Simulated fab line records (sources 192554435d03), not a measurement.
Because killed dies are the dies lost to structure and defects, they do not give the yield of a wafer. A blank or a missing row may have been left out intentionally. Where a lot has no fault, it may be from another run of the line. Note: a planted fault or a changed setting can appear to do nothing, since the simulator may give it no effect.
Struck lot and sound lot, side by side + flow n5-finfet + 14 out of 1938 route steps
Sound: the wafers L563.1, L563.2, L563.5. Struck: wafer L574.1. (L574.5 of the same lot was not struck and is left out.) The cause comes at the end.
For every step that has rows: the tool of each side, followed by ch and its chambers, followed by its first start. Under that, the readings that differ: sound wafers + struck wafers + difference of the means + sigmas: that difference in standard deviations of wafers without a fault.
alike: readings with means less than 2 such deviations apart, plus words and numbers identical on both sides. not compared: withheld readings, readings lacking a value on some wafer, bounds such as >300 that could conceal the same value, and numbers that have no deviation in the record and whose values overlap.
A row with sigmas, a row that says differs or no value, or rows on one side alone: a step with any of these is where the two part. Numbers that don't overlap but have no deviation are shown without sigmas and don't part them. A reading missing from all wafers of one side parts the sides only when that side holds two or more wafers.

first, 2 steps without rows for these wafers: N5_BEOL_M14_PRECLEAN_39 (cleans in residue remover, time 60 s); N5_BEOL_M14_SRD_40 (time 30 s, dry time 30 s).
N5_BEOL_M14_DEGAS_41: time 60 s.
  sound on pvd-sputter-03, day 11 20:56; struck on pvd-sputter-01, day 15 11:47
  alike: heater-power-w
then, 1 step without rows for these wafers: N5_BEOL_M14_PRE_CLEAN_42 (time 30 s).
N5_BEOL_M14_SPUTTER_43: material TaN, target thk 15 nm, time 24.19 s.
  sound on pvd-sputter-03, day 11 21:01; struck on pvd-sputter-01, day 15 11:52
  alike: throttle-valve-pct
then, 1 step without rows for these wafers: N5_BEOL_M14_SPUTTER_44 (material Ta, target thk 15 nm, time 24.19 s).
N5_BEOL_M14_SPUTTER_45: material Cu, target thk 100 nm, time 16.67 s.
  sound on pvd-sputter-03, day 11 21:11; struck on pvd-sputter-01, day 15 12:02
  alike: throttle-valve-pct
then, 1 step without rows for these wafers: N5_BEOL_M14_ECD_47 (material Cu, target thk 1248 nm).
N5_BEOL_M14_ANNEAL_48: time 90 s.
  sound on rtp-anneal-01 ch 0, day 11 21:37; struck on rtp-anneal-02 ch 0, day 15 12:20
  alike: wafer_temp_C_max
N5_BEOL_M14_CMP_49: polishes, stops on SiO2, t overpolish 5.2 s, target thk 560 nm.
  sound on cmp-01 ch 2,3, day 11 21:55; struck on cmp-01 ch 1, day 15 12:45
  alike: barrier-field-endpoint-s, motor-current-A, overpolish-run-s, time-to-endpoint-s
N5_BEOL_M14_THK_MEAS_50: measures by xrf.
  sound on film-metro-02, day 11 22:13; struck on film-metro-02, day 15 12:58
  alike: M14_THK
then, 1 step without rows for these wafers: N5_BEOL_M14_PRE_CLEAN_52 (time 15 s).
N5_BEOL_M14_DEP_53: deposits SiCN from 3MS/NH3, target thk 50 nm, time 17.8 s.
  sound on pecvd-03 ch 1,2, day 11 22:16; struck on pecvd-01 ch 1, day 15 13:02
| reading                                   | sound        | struck | difference | sigmas |
|-------------------------------------------|--------------|--------|------------|--------|
| model.SiCN_of_BEOL_M14_DEP_53.thk-nm (nm) | 49 49.8 50.6 | 20.8   | -29.0      |        |
  alike: showerhead-plenum-p-Torr, throttle-valve-pct
N5_BEOL_M14_RS_MEAS_54: uses a four-point probe to measure.
  sound on film-metro-01, day 11 22:20; struck on film-metro-01, day 15 13:06
  alike: M14_RS

## WHERE THEY PART
Nowhere in this record.

WHY: the cause the simulator had injected
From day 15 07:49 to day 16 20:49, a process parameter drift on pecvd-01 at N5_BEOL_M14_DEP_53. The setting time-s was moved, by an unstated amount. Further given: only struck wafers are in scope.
